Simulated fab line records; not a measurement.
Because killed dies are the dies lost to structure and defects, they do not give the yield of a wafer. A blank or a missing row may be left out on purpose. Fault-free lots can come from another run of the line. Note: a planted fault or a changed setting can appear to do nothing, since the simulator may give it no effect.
fab line records | flow nand_harc
record lots=11 | wafers=33 | last_day=34
route steps=1302 shown A_STAIRCASE@700
lots with no fault: from the same line, run without faults
start_h: hours from the record's opening day to when the first of the lot's shown wafers began | wait_h: time in hours since the lot's previous step | " repeats the value in the row above | L1.1+2: a row that stands for several wafers | - no value present, or no start provided | * or withheld: withheld | < > ~ a bound
route shown NAME@n: a module of which the file shows steps, and the number in the route of the first | usual: mean/standard deviation taken from wafers without a fault | same: alike in all rows | chamber/n: place in a boat | sites: each site's reading | _std_site: their standard deviation | _edge_site: outer sites' mean less inner sites' | radius_mm: for every site, how far away it sits from the centre of the wafer | mask NAME#n: copy n | behind: the last tool/chamber to shape the wafer | hold: why the lot went on hold/how many hours it stayed there/how the hold came to an end | device: names the non-switching transistor (n, p or np) | end of line: tests run on the same wafers once the route is complete | a step given without rows: its recipe and nothing more | killed: the dies lost at the first sort to structure and to defects; this is not the yield of the wafer | map: a wafer's dies, x killed, . not, _ none there
set.NAME: the setting that was run; set.NAME@STEP: the one run at that earlier step | model.NAME: the simulator's own value behind a step, which no gauge read
steps of the route over a sample of lots; a table a step, a row a wafer
services: the hour from which a tool's chamber was out of use, counted from the record's first day as start_h (under 0 if before that day), plus the number of hours and why
## steps
# step NHARC_A_STAIRCASE_DESCUM_186
# recipe time_s=3 | o2_flow_sccm=200 | ar_flow_sccm=0 | bias_power_w=0 | chemistry=O2
# usual chamber_pressure_mTorr=60.00/0.057 | drypump_motor_current_A=5.6/0.38 | oes_product_au=1.000/0.016 | rf_vpp_V=57.9/0.88 | showerhead_plenum_p_Torr=1.92/0.096 | throttle_valve_pct=11.311/0.0078
lot.wafer | tool        | chamber | start_h | wait_h | chamber_pressure_mTorr | drypump_motor_current_A | oes_product_au | rf_hours_counter_h | rf_vpp_V | showerhead_plenum_p_Torr | throttle_valve_pct
L546.4    | rie_diel-13 | 2       | 363.97  | -      | 60.09                  | 5.5                     | 0.988          | 3                  | 58.3     | 2.04                     | 11.316
L546.3    | "           | 0       | "       | "      | 60.08                  | 6.3                     | 1.004          | 4                  | 58.0     | 1.79                     | 11.319
L546.1    | "           | 1       | "       | "      | 60.06                  | 6.1                     | 1.013          | 4                  | 59.3     | 2.04                     | 11.301
L547.2    | rie_diel-02 | 2       | 376.06  | -      | 60.01                  | 5.9                     | 1.037          | 47                 | 57.2     | 1.82                     | 11.309
L547.6    | "           | 1       | "       | "      | 60.06                  | 5.3                     | 1.023          | -                  | 58.4     | 1.96                     | 11.317
L547.5    | "           | 2       | "       | "      | 59.89                  | 5.9                     | 1.034          | -                  | 57.1     | 1.82                     | 11.298
L549.4    | rie_diel-01 | 3       | 390.75  | -      | 59.96                  | 5.1                     | 0.977          | 0                  | 56.3     | 1.97                     | 11.299
L549.3    | "           | 0       | "       | "      | 60.01                  | 6.2                     | 1.000          | 0                  | 57.7     | 1.83                     | 11.314
L549.6    | "           | 3       | "       | "      | 59.92                  | 5.1                     | 0.979          | -                  | 58.2     | 1.97                     | 11.310
L557.2    | rie_diel-13 | 1       | 457.64  | -      | 60.07                  | 6.1                     | 0.996          | 35                 | 56.7     | 2.03                     | 11.303
L557.1    | "           | 3       | "       | "      | 59.94                  | 5.2                     | 1.031          | 25                 | 58.3     | 1.99                     | 11.303
L557.4    | "           | 0       | "       | "      | 60.02                  | 6.3                     | 1.004          | 36                 | 57.2     | 1.78                     | 11.312
L555.4    | rie_diel-02 | 3       | 460.00  | -      | 60.04                  | 5.3                     | 0.991          | 14                 | 58.1     | 2.04                     | 11.324
L555.2    | "           | 1       | "       | "      | 59.98                  | 5.4                     | 1.007          | 18                 | 58.5     | 1.96                     | 11.298
L555.3    | "           | 2       | "       | "      | 59.93                  | 6.0                     | 1.004          | 15                 | 58.1     | 1.81                     | 11.312
L559.4    | rie_diel-01 | 2       | 502.54  | -      | 59.96                  | 5.7                     | 0.996          | 45                 | 58.3     | 1.84                     | 11.316
L559.1    | "           | 3       | "       | "      | 60.00                  | 5.1                     | 0.961          | 44                 | 57.0     | 1.95                     | 11.313
L559.3    | "           | 0       | "       | "      | 59.91                  | 6.1                     | 1.003          | 39                 | 58.4     | 1.82                     | 11.318
L563.1    | rie_diel-13 | 1       | 544.30  | -      | 59.97                  | 6.1                     | 1.006          | 7                  | 58.3     | 2.02                     | 11.313
L563.6    | "           | 1       | "       | "      | 59.95                  | 6.1                     | 1.009          | -                  | 58.9     | 2.02                     | 11.313
L563.5    | "           | 2       | "       | "      | 60.01                  | 5.5                     | 1.004          | -                  | 59.8     | 2.02                     | 11.315
L565.2    | rie_diel-02 | 2       | 555.53  | -      | 59.96                  | 6.0                     | 0.989          | 53                 | 57.5     | 1.80                     | 11.321
L565.6    | "           | 3       | "       | "      | 60.00                  | 5.3                     | 0.990          | -                  | 58.8     | 2.02                     | 11.298
L565.5    | "           | 0       | "       | "      | 60.09                  | 5.6                     | 0.985          | -                  | 58.3     | 1.79                     | 11.318
L566.2    | rie_diel-01 | 0       | 572.70  | -      | 60.02                  | 6.2                     | 0.995          | 3                  | 57.1     | 1.82                     | 11.325
L566.3    | "           | 1       | "       | "      | 59.93                  | 5.7                     | 1.006          | 2                  | 59.0     | 1.92                     | 11.297
L566.6    | "           | 3       | "       | "      | 59.93                  | 5.1                     | 0.976          | -                  | 58.9     | 1.94                     | 11.310
L567.1    | rie_diel-13 | 0       | 573.34  | -      | 59.96                  | 6.3                     | 0.999          | 16                 | 56.8     | 1.77                     | 11.314
L567.3    | "           | 1       | "       | "      | 60.04                  | 6.1                     | 0.999          | 17                 | 58.0     | 2.02                     | 11.291
L567.6    | "           | 3       | "       | "      | 60.01                  | 5.2                     | 1.017          | -                  | 58.5     | 1.98                     | 11.311
L568.2    | rie_diel-01 | 2       | 593.16  | -      | 60.03                  | 5.7                     | 1.001          | 10                 | 58.0     | 1.83                     | 11.302
L568.6    | "           | 3       | "       | "      | 59.98                  | 5.1                     | 0.990          | -                  | 58.0     | 1.94                     | 11.320
L568.5    | "           | 0       | "       | "      | 59.93                  | 6.2                     | 0.997          | -                  | 58.7     | 1.81                     | 11.322
# step NHARC_A_STAIRCASE_TRIM_191
# recipe time_s=211.2 | o2_flow_sccm=500 | ar_flow_sccm=0 | bias_w=0 | chemistry=O2
# usual chamber_pressure_mTorr=59.99/0.055 | drypump_motor_current_A=5.7/0.39 | oes_product_au=1.002/0.015 | rf_vpp_V=57.9/0.88 | run_length_s=232.6/0.47 | showerhead_plenum_p_Torr=3.53/0.16 | throttle_valve_pct=17.037/0.0088
lot.wafer | tool        | chamber | start_h | wait_h | chamber_pressure_mTorr | drypump_motor_current_A | oes_product_au | rf_hours_counter_h | rf_vpp_V | run_length_s | showerhead_plenum_p_Torr | throttle_valve_pct
L546.4    | rie_diel-13 | 1       | 364.71  | -      | 59.98                  | 6.2                     | 1.010          | 4                  | 58.8     | 233.0        | 3.74                     | 17.026
L546.3    | "           | 2       | "       | "      | 60.01                  | 5.5                     | 0.990          | 3                  | 56.8     | 232.3        | 3.74                     | 17.043
L546.1    | "           | 3       | "       | "      | 59.98                  | 5.2                     | 1.025          | 3                  | 57.9     | 231.9        | 3.67                     | 17.038
L547.2    | rie_diel-02 | 3       | 376.64  | -      | 59.87                  | 5.3                     | 0.993          | 43                 | 59.5     | 232.7        | 3.75                     | 17.051
L547.5    | "           | 0       | "       | "      | 60.01                  | 5.6                     | 1.023          | -                  | 57.5     | 232.6        | 3.34                     | 17.036
L547.6    | "           | 1       | "       | "      | 59.90                  | 5.3                     | 1.015          | -                  | 58.9     | 232.2        | 3.61                     | 17.021
L549.4    | rie_diel-01 | 2       | 391.34  | -      | 60.00                  | 5.7                     | 1.000          | 0                  | 59.5     | 232.2        | 3.43                     | 17.035
L549.3    | "           | 0       | "       | "      | 60.08                  | 6.2                     | 0.998          | 0                  | 58.1     | 233.0        | 3.39                     | 17.038
L549.6    | "           | 1       | "       | "      | 60.00                  | 5.7                     | 0.992          | -                  | 58.3     | 232.3        | 3.57                     | 17.052
L557.2    | rie_diel-13 | 2       | 458.19  | -      | 59.89                  | 5.5                     | 0.990          | 38                 | 60.0     | 232.2        | 3.72                     | 17.047
L557.1    | "           | 3       | "       | "      | 59.95                  | 5.2                     | 1.034          | 25                 | 58.3     | 231.5        | 3.66                     | 17.031
L557.4    | "           | 0       | "       | "      | 60.12                  | 6.3                     | 1.001          | 36                 | 56.5     | 233.1        | 3.30                     | 17.040
L555.3    | rie_diel-02 | 1       | 460.55  | -      | 60.05                  | 5.4                     | 1.011          | 18                 | 57.6     | 232.1        | 3.60                     | 17.034
L555.4    | "           | 3       | "       | "      | 60.04                  | 5.3                     | 0.986          | 14                 | 57.9     | 225.8        | 3.74                     | 17.031
L555.2    | "           | 0       | "       | "      | 59.96                  | 5.6                     | 0.995          | 18                 | 57.3     | 232.7        | 3.33                     | 17.032
L559.4    | rie_diel-01 | 0       | 503.10  | -      | 59.98                  | 6.2                     | 0.996          | 39                 | 57.3     | 232.6        | 3.37                     | 17.037
L559.3    | "           | 1       | "       | "      | 59.95                  | 5.7                     | 0.983          | 34                 | 57.8     | 232.5        | 3.55                     | 17.033
L559.1    | "           | 2       | "       | "      | 60.01                  | 5.7                     | 1.001          | 45                 | 56.1     | 231.8        | 3.40                     | 17.037
L563.1    | rie_diel-13 | 2       | 544.85  | -      | 60.00                  | 5.5                     | 1.002          | 5                  | 57.8     | 232.5        | 3.70                     | 17.039
L563.5    | "           | 2       | "       | "      | 60.06                  | 5.5                     | 0.999          | -                  | 58.6     | 232.3        | 3.70                     | 17.032
L563.6    | "           | 3       | "       | "      | 59.96                  | 5.2                     | 1.009          | -                  | 58.0     | 231.4        | 3.65                     | 17.046
L565.2    | rie_diel-02 | 2       | 556.09  | -      | 60.04                  | 6.0                     | 0.996          | 53                 | 58.7     | 232.4        | 3.34                     | 17.026
L565.6    | "           | 0       | "       | "      | 59.93                  | 5.6                     | 0.995          | -                  | 58.9     | 233.1        | 3.31                     | 17.040
L565.5    | "           | 1       | "       | "      | 60.00                  | 5.4                     | 1.019          | -                  | 57.1     | 232.2        | 3.58                     | 17.033
L566.3    | rie_diel-01 | 3       | 573.23  | -      | 60.09                  | 5.1                     | 0.993          | 3                  | 58.7     | 232.7        | 3.58                     | 17.042
L566.2    | "           | 2       | "       | "      | 60.03                  | 5.7                     | 1.001          | 3                  | 58.6     | 232.0        | 3.39                     | 17.041
L566.6    | "           | 0       | "       | "      | 60.00                  | 6.2                     | 1.005          | -                  | 57.8     | 232.7        | 3.36                     | 17.019
L567.1    | rie_diel-13 | 0       | 573.97  | -      | 59.95                  | 6.3                     | 1.004          | 16                 | 58.4     | 233.7        | 3.28                     | 17.034
L567.3    | "           | 1       | "       | "      | 60.05                  | 6.2                     | 0.997          | 17                 | 59.2     | 233.3        | 3.70                     | 17.046
L567.6    | "           | 0       | "       | "      | 60.00                  | 6.3                     | 0.997          | -                  | 56.4     | 233.1        | 3.28                     | 17.033
L568.2    | rie_diel-01 | 0       | 593.71  | -      | 59.90                  | 6.2                     | 0.992          | 9                  | 57.1     | 232.8        | 3.36                     | 17.047
L568.5    | "           | 2       | "       | "      | 60.01                  | 5.7                     | 0.999          | -                  | 58.1     | 232.2        | 3.39                     | 17.051
L568.6    | "           | 3       | "       | "      | 60.10                  | 5.2                     | 0.991          | -                  | 57.8     | 232.9        | 3.58                     | 17.029
# step NHARC_A_STAIRCASE_ETCH_194
# recipe target_depth_a=1000 | time_s=40.5 | ion_energy_ev=400 | c4f8_flow_sccm=20 | o2_flow_sccm=10 | ar_flow_sccm=withheld | rf_w=600 | bias_w=1000 | chemistry=C4F8/O2
# usual chamber_pressure_mTorr=25.001/0.023 | oes_product_au=0.943/0.015 | rf_vpp_V=896/5.9
lot.wafer | tool        | chamber | start_h | wait_h | chamber_pressure_mTorr | oes_product_au | rf_hours_counter_h | rf_vpp_V
L546.1    | rie_diel-13 | 3       | -       | -      | 25.009                 | 0.986          | 4                  | 901
L546.3    | "           | 0       | "       | "      | 24.989                 | 0.954          | 5                  | 889
L546.4    | "           | 1       | "       | "      | 25.010                 | 0.953          | 5                  | 903
L547.2    | rie_diel-02 | 2       | -       | -      | 25.003                 | 0.973          | 48                 | 892
L547.5    | "           | 0       | "       | "      | 24.947                 | 0.960          | -                  | 888
L547.6    | "           | 1       | "       | "      | 25.017                 | 0.961          | -                  | 899
L549.4    | rie_diel-01 | 2       | -       | -      | 25.009                 | 0.919          | 4                  | 891
L549.3    | "           | 0       | "       | "      | 24.989                 | 0.935          | 2                  | 893
L549.6    | "           | 3       | "       | "      | 25.026                 | 0.911          | -                  | 900
L557.4    | rie_diel-13 | 1       | -       | -      | 24.977                 | 0.959          | 35                 | 904
L557.2    | "           | 2       | "       | "      | 25.043                 | 0.939          | 38                 | 903
L557.1    | "           | 3       | "       | "      | 24.980                 | 0.973          | 26                 | 902
L555.2    | rie_diel-02 | 1       | -       | -      | 24.997                 | 0.943          | 19                 | 898
L555.3    | "           | 2       | "       | "      | 25.024                 | 0.937          | 15                 | 890
L555.4    | "           | 3       | "       | "      | 24.991                 | 0.932          | 14                 | 904
L559.1    | rie_diel-01 | 0       | -       | -      | 25.036                 | 0.944          | 39                 | 891
L559.4    | "           | 1       | "       | "      | 25.030                 | 0.939          | 34                 | 897
L559.3    | "           | 2       | "       | "      | 25.020                 | 0.940          | 46                 | 893
L563.1    | rie_diel-13 | 1       | -       | -      | 24.991                 | 0.960          | 7                  | 903
L563.6    | "           | 2       | "       | "      | 25.020                 | 0.949          | -                  | 901
L563.5    | "           | 3       | "       | "      | 24.969                 | 0.957          | -                  | 899
L565.2    | rie_diel-02 | 2       | -       | -      | 24.981                 | 0.928          | 53                 | 888
L565.5    | "           | 2       | "       | "      | 24.958                 | 0.939          | -                  | 889
L565.6    | "           | 3       | "       | "      | 25.003                 | 0.942          | -                  | 902
L566.2    | rie_diel-01 | 0       | -       | -      | 24.977                 | 0.939          | 3                  | 890
L566.3    | "           | 1       | "       | "      | 24.993                 | 0.930          | 3                  | 898
L566.6    | "           | 0       | "       | "      | 24.977                 | 0.922          | -                  | 890
L567.1    | rie_diel-13 | 1       | -       | -      | 25.032                 | 0.941          | 17                 | 902
L567.3    | "           | 2       | "       | "      | 24.973                 | 0.928          | 16                 | 902
L567.6    | "           | 3       | "       | "      | 25.008                 | 0.950          | -                  | 901
L568.2    | rie_diel-01 | 1       | -       | -      | 24.987                 | 0.952          | 10                 | 897
L568.6    | "           | 3       | "       | "      | 25.030                 | 0.941          | -                  | 897
L568.5    | "           | 0       | "       | "      | 25.022                 | 0.945          | -                  | 891
# step NHARC_A_STAIRCASE_TRIM_202
# recipe time_s=211.2 | o2_flow_sccm=500 | ar_flow_sccm=0 | bias_w=0 | chemistry=O2
# usual chamber_pressure_mTorr=60.00/0.053 | drypump_motor_current_A=5.6/0.37 | oes_product_au=0.996/0.014 | rf_vpp_V=57.9/0.88 | run_length_s=232.6/0.43 | showerhead_plenum_p_Torr=3.51/0.15 | throttle_valve_pct=17.035/0.0094
lot.wafer | tool        | chamber | start_h | wait_h | chamber_pressure_mTorr | drypump_motor_current_A | oes_product_au | rf_hours_counter_h | rf_vpp_V | run_length_s | showerhead_plenum_p_Torr | throttle_valve_pct
L546.1    | rie_diel-01 | 0       | -       | -      | 60.04                  | 6.1                     | 0.999          | 46                 | 56.7     | 232.8        | 3.40                     | 17.035
L546.4    | "           | 1       | "       | "      | 59.97                  | 5.6                     | 1.006          | 48                 | 58.7     | 232.3        | 3.58                     | 17.033
L546.3    | "           | 2       | "       | "      | 60.01                  | 5.7                     | 0.980          | 45                 | 57.9     | 232.0        | 3.43                     | 17.033
L547.2    | rie_diel-02 | 2       | -       | -      | 60.04                  | 5.9                     | 1.023          | 48                 | 56.1     | 232.4        | 3.37                     | 17.029
L547.6    | "           | 3       | "       | "      | 60.01                  | 5.3                     | 0.984          | -                  | 58.1     | 232.5        | 3.75                     | 17.048
L547.5    | "           | 0       | "       | "      | 59.90                  | 5.6                     | 0.997          | -                  | 57.4     | 232.7        | 3.34                     | 17.046
L549.3    | rie_diel-13 | 1       | -       | -      | 59.96                  | 6.1                     | 1.001          | 14                 | 58.2     | 233.1        | 3.74                     | 17.036
L549.6    | "           | 2       | "       | "      | 60.10                  | 5.5                     | 0.996          | -                  | 58.4     | 232.4        | 3.73                     | 17.021
L549.4    | "           | 0       | "       | "      | 59.95                  | 6.3                     | 1.012          | -                  | 56.1     | 233.2        | 3.31                     | 17.044
L557.2    | rie_diel-02 | 1       | -       | -      | 59.94                  | 5.3                     | 1.006          | 18                 | 59.0     | 232.4        | 3.60                     | 17.030
L557.1    | "           | 2       | "       | "      | 60.00                  | 6.0                     | 1.003          | 15                 | 57.5     | 232.1        | 3.36                     | 17.047
L557.4    | "           | 3       | "       | "      | 60.00                  | 5.3                     | 0.977          | 14                 | 56.7     | 232.6        | 3.74                     | 17.031
L555.4    | rie_diel-02 | 0       | -       | -      | 59.96                  | 5.6                     | 0.989          | 19                 | 57.7     | 232.7        | 3.33                     | 17.044
L555.3    | "           | 1       | "       | "      | 59.97                  | 5.4                     | 1.016          | 20                 | 58.3     | 232.4        | 3.60                     | 17.045
L555.2    | "           | 2       | "       | "      | 59.98                  | 6.0                     | 1.000          | 16                 | 57.1     | 232.1        | 3.36                     | 17.026
L559.4    | rie_diel-02 | 3       | -       | -      | 60.00                  | 5.3                     | 1.002          | 30                 | 56.5     | 232.9        | 3.73                     | 17.042
L559.1    | "           | 0       | "       | "      | 60.03                  | 5.6                     | 0.993          | 29                 | 58.3     | 233.2        | 3.32                     | 17.044
L559.3    | "           | 2       | "       | "      | 60.04                  | 6.0                     | 0.985          | 32                 | 56.5     | 232.4        | 3.35                     | 17.053
L563.1    | rie_diel-02 | 0       | -       | -      | 59.92                  | 5.6                     | 0.983          | 47                 | 56.9     | 232.9        | 3.31                     | 17.027
L563.5    | "           | 3       | "       | "      | 60.02                  | 5.2                     | 0.988          | -                  | 59.4     | 232.8        | 3.72                     | 17.024
L563.6    | "           | 0       | "       | "      | 59.96                  | 5.6                     | 0.989          | -                  | 57.5     | 233.0        | 3.31                     | 17.035
L565.2    | rie_diel-01 | 1       | -       | -      | 59.98                  | 5.7                     | 0.986          | 52                 | 57.4     | 232.8        | 3.54                     | 17.012
L565.6    | "           | 0       | "       | "      | 60.08                  | 6.2                     | 1.000          | -                  | 57.0     | 232.8        | 3.36                     | 17.042
L565.5    | "           | 1       | "       | "      | 60.02                  | 5.7                     | 0.985          | -                  | 58.5     | 232.3        | 3.54                     | 17.026
L566.3    | rie_diel-13 | 2       | -       | -      | 59.95                  | 5.5                     | 1.003          | 17                 | 57.8     | 232.4        | 3.70                     | 17.032
L566.2    | "           | 3       | "       | "      | 59.97                  | 5.2                     | 1.028          | 16                 | 58.0     | 231.7        | 3.64                     | 17.045
L566.6    | "           | 0       | "       | "      | 60.11                  | 6.3                     | 0.995          | -                  | 56.9     | 232.9        | 3.28                     | 17.037
L567.3    | rie_diel-01 | 1       | -       | -      | 60.04                  | 5.7                     | 1.004          | 4                  | 58.9     | 232.2        | 3.54                     | 17.032
L567.1    | "           | 2       | "       | "      | 59.98                  | 5.7                     | 1.002          | 4                  | 56.1     | 232.1        | 3.39                     | 17.032
L567.6    | "           | 1       | "       | "      | 59.99                  | 5.7                     | 1.019          | -                  | 59.3     | 232.4        | 3.54                     | 17.032
L568.2    | rie_diel-01 | 2       | -       | -      | 60.03                  | 5.7                     | 1.004          | 11                 | 56.9     | 231.8        | 3.39                     | 17.040
L568.5    | "           | 2       | "       | "      | 59.94                  | 5.7                     | 0.998          | -                  | 55.7     | 232.7        | 3.39                     | 17.043
L568.6    | "           | 3       | "       | "      | 59.90                  | 5.1                     | 0.987          | -                  | 58.1     | 232.6        | 3.58                     | 17.042
## services
tool        | chamber | start_h | hours | kind
rie_diel-13 | -       | 342.01  | 9.0   | pm
rie_diel-02 | 3       | 351.81  | 12.9  | repair
rie_diel-01 | 0       | 360.12  | -     | clean
rie_diel-01 | 1       | 360.12  | -     | clean
rie_diel-01 | 2       | 360.12  | -     | clean
rie_diel-01 | 3       | 360.12  | -     | clean
rie_diel-13 | 1       | 378.30  | 5.1   | repair
rie_diel-01 | -       | 380.90  | 9.0   | pm
rie_diel-01 | 0       | 380.90  | 9.0   | vent_cycle
rie_diel-01 | 1       | 380.90  | 9.0   | vent_cycle
rie_diel-01 | 2       | 380.90  | 9.0   | vent_cycle
rie_diel-01 | 3       | 380.90  | 9.0   | vent_cycle
rie_diel-01 | 0       | 389.90  | -     | clean
rie_diel-01 | 1       | 389.90  | -     | clean
rie_diel-01 | 2       | 389.90  | -     | clean
rie_diel-01 | 3       | 389.90  | -     | clean
rie_diel-13 | 3       | 391.08  | 21.6  | repair
rie_diel-02 | -       | 393.92  | 9.0   | pm
rie_diel-01 | 1       | 431.94  | 13.4  | repair
rie_diel-13 | 1       | 492.24  | 6.6   | repair
rie_diel-13 | 0       | 495.00  | 16.7  | repair
rie_diel-13 | -       | 519.06  | 9.0   | pm
rie_diel-01 | -       | 557.90  | 9.0   | pm
rie_diel-02 | -       | 573.51  | 9.0   | pm
## key
first_sign step=NHARC_A_STAIRCASE_TRIM_191 | reading=run_length_s | direction=down | sigmas=14 | usual=* | struck=*
effect none on later readings
met_at NHARC_A_STAIRCASE_TRIM_191
struck_lots L555
struck_wafers L555.4
tester_left_out L555
not_acting_at NHARC_A_STAIRCASE_DESCUM_186,NHARC_A_STAIRCASE_ETCH_194,NHARC_A_STAIRCASE_TRIM_202
onset_between 376.64 460.55
fault kind=process_parameter_drift | tool=rie_diel-02 | chamber=3 | onset_h=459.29 | steps=NHARC_A_STAIRCASE_TRIM_191 | channel=time_s | offset=* | shape=step | end_h=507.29 | acts_in=* | stated=*
# tester_left_out: of these lots the tester's yield and bins aren't shown, on N5 and GAA mostly nor the transistor test; their killed dies are dies lost to structure and defects alone, not to doping, threshold or leakage, so they don't give the yield
